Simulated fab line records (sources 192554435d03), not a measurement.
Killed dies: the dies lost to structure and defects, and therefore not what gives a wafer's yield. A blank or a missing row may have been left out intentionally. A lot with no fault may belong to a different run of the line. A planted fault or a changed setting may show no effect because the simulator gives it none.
One fault through the eyes of 3 desks | flow n5Finfet | each desk holds nothing but its own numbers, with what lay behind them at the end

THE DEFECT DESK
What the inspections along the route counted, lot by lot: means of the sampled wafers that have a number. A lot is out of limits, marked OUT, if its mean lies more than 4 standard deviations from the usual mean; the brackets give that distance.
Columns: A = rawDefectCount at N5_FIN_SAQP_INSPECT_40, usual 234; B = rawDefectCount at N5_FIN_CUT_INSPECT_10, usual 43; C = rawDefectCount at N5_FIN_CUT_INSPECT_17, usual 235
lot  | first seen here | A   | B              | C
L316 | day 2 08:27     | 216 | 42             | 225
L320 | day 3 08:38     | 280 | 52             | 264
L323 | day 4 07:01     | 168 | 48             | 195
L327 | day 5 03:16     | 170 | 36             | 181
L330 | day 5 19:49     | 368 | 156 (+9.4) OUT | 379
L333 | day 6 14:28     | 177 | 31             | 182
L337 | day 7 15:34     | 252 | 44             | 247
L338 | day 7 21:17     | 191 | 39             | 197
This desk's finding: out of limits on L330; first on L330, day 5 20:20 (rawDefectCount at N5_FIN_CUT_INSPECT_10). Within limits: L316, L320, L323, L327, L333, L337, L338.

DESK OF THE TOOL OWNER: wetBench-06
The tool's own readings at N5_FIN_SAQP_PRECLEAN_42 (cleans in O3/DIW, time 60 s): means of the sampled wafers that have a number, for each lot that ran on this tool. A lot is out of limits, marked OUT, if its mean lies more than 4 standard deviations from the usual mean; the brackets give that distance.
Columns: A = o3Ppm at N5_FIN_SAQP_PRECLEAN_42, usual 10.00
lot  | first seen here | A
L320 | day 3 01:59     | 9.97
L327 | day 4 20:14     | 10.03
L330 | day 5 14:24     | 10.04
This desk's finding: nothing out of limits on any of the 3 lots.

AT THE METROLOGY DESK
What the gauges read for every lot (on any tool): the sampled wafers with a number, averaged. A lot is out of limits, marked OUT, if its mean lies more than 4 standard deviations from the usual mean; the brackets give that distance. Shown here are 7 of its 10 readings, the ones lying furthest out on some lot.
Columns: A = DIBL_N at N5_BEOL_M4_RC_MEAS_101, usual 37.1 mV/V; B = DIBL_P at N5_BEOL_M4_RC_MEAS_101, usual 38 mV/V; C = IOFF_N at N5_BEOL_M4_RC_MEAS_101, usual 0.18 nA/um; D = SS_N at N5_BEOL_M4_RC_MEAS_101, usual 71.7 mV/dec; E = SS_P at N5_BEOL_M4_RC_MEAS_101, usual 73.7 mV/dec; F = VT_N at N5_BEOL_M4_RC_MEAS_101, usual 249 mV; G = VT_P at N5_BEOL_M4_RC_MEAS_101, usual -248 mV
lot  | first seen here | A    | B  | C    | D    | E    | F   | G
L316 | day 10 12:04    | 37.1 | 39 | 0.19 | 71.4 | 73.5 | 248 | -250
L320 | day 12 09:07    | 34.5 | 34 | 0.13 | 71.3 | 72.8 | 253 | -248
L323 | day 12 21:09    | 40.7 | 40 | 0.25 | 72.2 | 74.3 | 244 | -244
L327 | day 13 12:31    | 36.4 | 38 | 0.18 | 71.3 | 73.9 | 248 | -248
L330 | day 14 05:19    | 37.8 | 38 | 0.18 | 71.9 | 74.0 | 251 | -247
L333 | day 15 15:47    | 33.7 | 35 | 0.13 | 71.1 | 72.3 | 251 | -251
L337 | day 16 07:49    | 37.3 | 40 | 0.20 | 71.5 | 74.4 | 246 | -246
L338 | day 16 15:21    | 39.3 | 41 | 0.24 | 72.6 | 74.6 | 244 | -245
This desk's finding: nothing out of limits on any of the 8 lots.

TAKEN TOGETHER
The defect desk could have raised an alarm at day 5 20:20, on L330.
The desk of the tool owner found nothing out of limits.
From the metrology desk's view, nothing was out of limits.
On record at the tool owner's desk: L330, within its limits.
The metrology desk has L330 on record, within its limits.
All the named lots went through N5_FIN_SAQP_PRECLEAN_42 on wetBench-06.

WHAT WAS PUT IN BY THE SIMULATOR
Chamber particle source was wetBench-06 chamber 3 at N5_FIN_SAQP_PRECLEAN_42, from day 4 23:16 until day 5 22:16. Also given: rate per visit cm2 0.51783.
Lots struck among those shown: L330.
Hours from the fault's start to each desk's first reading out of limits: the defect desk, 21.
